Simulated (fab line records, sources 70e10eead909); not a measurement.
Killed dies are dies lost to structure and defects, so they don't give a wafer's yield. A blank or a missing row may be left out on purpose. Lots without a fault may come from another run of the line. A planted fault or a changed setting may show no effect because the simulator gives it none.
Chamber matching | flow nand_harc | NHARC_A_STAIRCASE_DESCUM_291 on rie_diel-07: 4 sister chambers
The step chemistry O2, time 3 s. 4 wafers are shown with their chamber, then 8 later ones without.

WAFERS WITH THEIR CHAMBER
wafer  | chamber | showerhead_plenum_p_Torr (Torr)
L087.4 | 1       | 1.95
L086.1 | 3       | 1.93
L086.5 | 2       | 1.88
L088.2 | 0       | 2.06

WAFERS WITHOUT THEIR CHAMBER
wafer  | showerhead_plenum_p_Torr (Torr)
L088.3 | 1.93
L088.6 | 1.88
L091.4 | 1.94
L091.5 | 1.92
L091.6 | 1.88
L092.3 | 1.92
L092.4 | 2.06
L092.6 | 1.92

WHICH CHAMBER EACH WENT THROUGH
wafer  | from the rows above     | in truth
L088.3 | 3                       | 3
L088.6 | 2                       | 2
L091.4 | can't be placed: 1 or 3 | 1
L091.5 | 3                       | 3
L091.6 | 2                       | 2
L092.3 | 3                       | 3
L092.4 | 0                       | 0
L092.6 | 3                       | 3
Placed correctly: 7 of 8. Can't be placed from these rows: 1 (the true chamber is among the candidates in 1). Placed wrongly: 0.
How it was worked out, from the rows above alone: a wafer's distance from a chamber is the root of the sum, over the readings, of the square of ((its reading less the chamber's mean) divided by the reading's scatter). The wafer belongs to the nearest chamber; if the next one is less than 2 further off, it can't be placed. A chamber's mean is the mean of its shown wafers. The scatter: with one shown wafer a chamber, the root of the mean of the squares of how far each hidden wafer lies from its nearest shown one.
